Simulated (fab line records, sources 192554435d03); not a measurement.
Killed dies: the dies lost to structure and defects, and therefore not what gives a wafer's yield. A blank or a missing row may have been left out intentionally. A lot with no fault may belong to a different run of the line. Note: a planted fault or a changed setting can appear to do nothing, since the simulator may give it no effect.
Lot-split experiment :: flow n5 finfet :: route with 1938 steps; 7 lots, 21 wafers read

## ON THE SPLIT
At N5_BEOL_M3_ETCH_64 (etches SOC in N2/H2, target depth 75 nm, overetch 15 nm, time 112.5 s), the setting time s was moved away from the recipe's 112.5 s on 6 of the 21 wafers read, by -20.3% to +17.2%. The other wafers ran this setting at the recipe's value.

Reading taken at the split's own step.

## THE READING
SiARC_of_BEOL_M3_COAT_62.thk nm (the simulator's own value, which no gauge read), in nm, at N5_BEOL_M3_ETCH_64 (etches SOC in N2/H2, target depth 75 nm, overetch 15 nm, time 112.5 s). No usual value for it is given in the file. Across the 15 wafers here that went through the recipe, the average is 6.6 nm and the standard deviation 0.19 nm.

wafer: L074.2
tool, chamber at the split: rie diel-03, 2,3
time s as run, s: 112.5
against the recipe: recipe
SiARC_of_BEOL_M3_COAT_62.thk nm, nm: 6.8
against lot-mates on the recipe: -

wafer: L074.4
tool, chamber at the split: rie diel-03, 2,3
time s as run, s: 112.5
against the recipe: recipe
SiARC_of_BEOL_M3_COAT_62.thk nm, nm: 6.8
against lot-mates on the recipe: -

wafer: L074.5
tool, chamber at the split: rie diel-03, 0
time s as run, s: 112.5
against the recipe: recipe
SiARC_of_BEOL_M3_COAT_62.thk nm, nm: 6.4
against lot-mates on the recipe: -

wafer: L079.1
tool, chamber at the split: rie diel-03, 0
time s as run, s: 112.5
against the recipe: recipe
SiARC_of_BEOL_M3_COAT_62.thk nm, nm: 6.4
against lot-mates on the recipe: -

wafer: L079.6
tool, chamber at the split: rie diel-03, 0
time s as run, s: 112.5
against the recipe: recipe
SiARC_of_BEOL_M3_COAT_62.thk nm, nm: 6.4
against lot-mates on the recipe: -

wafer: L079.2
tool, chamber at the split: rie diel-03, 1
time s as run, s: 112.5
against the recipe: recipe
SiARC_of_BEOL_M3_COAT_62.thk nm, nm: 6.6
against lot-mates on the recipe: -

wafer: L088.2
tool, chamber at the split: rie diel-03, 2
time s as run, s: 112.5
against the recipe: recipe
SiARC_of_BEOL_M3_COAT_62.thk nm, nm: 7
against lot-mates on the recipe: -

wafer: L088.4
tool, chamber at the split: rie diel-03, 0
time s as run, s: 112.5
against the recipe: recipe
SiARC_of_BEOL_M3_COAT_62.thk nm, nm: 6.4
against lot-mates on the recipe: -

wafer: L088.6
tool, chamber at the split: rie diel-03, 0
time s as run, s: 112.5
against the recipe: recipe
SiARC_of_BEOL_M3_COAT_62.thk nm, nm: 6.4
against lot-mates on the recipe: -

wafer: L086.2
tool, chamber at the split: rie diel-03, 0
time s as run, s: 112.5
against the recipe: recipe
SiARC_of_BEOL_M3_COAT_62.thk nm, nm: 6.4
against lot-mates on the recipe: -

wafer: L086.5
tool, chamber at the split: rie diel-03, 3
time s as run, s: 89.66
against the recipe: -20.3%
SiARC_of_BEOL_M3_COAT_62.thk nm, nm: 7.8
against lot-mates on the recipe: +1.3

wafer: L086.6
tool, chamber at the split: rie diel-03, 0
time s as run, s: 112.5
against the recipe: recipe
SiARC_of_BEOL_M3_COAT_62.thk nm, nm: 6.6
against lot-mates on the recipe: -

wafer: L087.1
tool, chamber at the split: rie diel-02, 1
time s as run, s: 131.9
against the recipe: +17.2%
SiARC_of_BEOL_M3_COAT_62.thk nm, nm: 5.6
against lot-mates on the recipe: -1.2

wafer: L087.3
tool, chamber at the split: rie diel-02, 2
time s as run, s: 131.9
against the recipe: +17.2%
SiARC_of_BEOL_M3_COAT_62.thk nm, nm: 6.2
against lot-mates on the recipe: -0.6

wafer: L087.4
tool, chamber at the split: rie diel-02, 3
time s as run, s: 112.5
against the recipe: recipe
SiARC_of_BEOL_M3_COAT_62.thk nm, nm: 6.8
against lot-mates on the recipe: -

wafer: L089.1
tool, chamber at the split: rie diel-02, 0
time s as run, s: 93.41
against the recipe: -17.0%
SiARC_of_BEOL_M3_COAT_62.thk nm, nm: 7.2
against lot-mates on the recipe: +0.7

wafer: L089.3
tool, chamber at the split: rie diel-02, 1
time s as run, s: 112.5
against the recipe: recipe
SiARC_of_BEOL_M3_COAT_62.thk nm, nm: 6.6
against lot-mates on the recipe: -

wafer: L089.5
tool, chamber at the split: rie diel-02, 0
time s as run, s: 112.5
against the recipe: recipe
SiARC_of_BEOL_M3_COAT_62.thk nm, nm: 6.4
against lot-mates on the recipe: -

wafer: L090.3
tool, chamber at the split: rie diel-03, 2
time s as run, s: 101.3
against the recipe: -10.0%
SiARC_of_BEOL_M3_COAT_62.thk nm, nm: 7.6
against lot-mates on the recipe: +1.0

wafer: L090.6
tool, chamber at the split: rie diel-03, 2
time s as run, s: 101.3
against the recipe: -10.0%
SiARC_of_BEOL_M3_COAT_62.thk nm, nm: 7.6
against lot-mates on the recipe: +1.0

wafer: L090.5
tool, chamber at the split: rie diel-03, 1
time s as run, s: 112.5
against the recipe: recipe
SiARC_of_BEOL_M3_COAT_62.thk nm, nm: 6.6
against lot-mates on the recipe: -
The file does not say which wafer passed through which chamber wherever a row lists several chambers: such a row stands for several wafers.

THE FIT
A straight line over all 21 wafers: SiARC_of_BEOL_M3_COAT_62.thk nm changes by -0.052 nm for each +1% of time s; r = -0.86; the points scatter about the line by 0.27 nm.
The same after taking each lot's own level away (the mean of its wafers on the recipe; 21 wafers): -0.0591 nm for each +1%; r = -0.91; scatter 0.23 nm.
According to that fit, moving time s by its largest amount changes the reading by 1.2 nm.
Across the lots, their own levels run from 6.47 to 6.80 nm, a range of 1.7 times the standard deviation given above.
In other words, the slope is changed by the lot-to-lot level; the two fits disagree.
Check: for one of the wafers moved furthest among these (-20.3%), held out of the fit, the line's prediction against its lot-mates is +1.22 nm. It came out at +1.3 nm against them.

## FURTHER SPLITS ON THESE WAFERS
Note: prior to the reading, these wafers also went through further splits. Each is held against what the fit with the lots' levels taken away leaves over:
other split on the same wafers: N5_BEOL_M2_COAT_67 spin rpm
wafers away from the commonest value: 7
r with SiARC_of_BEOL_M3_COAT_62.thk nm (lot level and that fit taken away): -0.25

other split on the same wafers: N5_BEOL_M2_DESCUM_33 time s
wafers away from the commonest value: 7
r with SiARC_of_BEOL_M3_COAT_62.thk nm (lot level and that fit taken away): +0.20

other split on the same wafers: N5_BEOL_M2_VIA_ETCH_34 time s
wafers away from the commonest value: 6
r with SiARC_of_BEOL_M3_COAT_62.thk nm (lot level and that fit taken away): +0.14

## THE FILE'S OWN FIT
SiARC_of_BEOL_M3_COAT_62.thk nm changes by -0.0581 nm for each +1% of time s, r = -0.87.
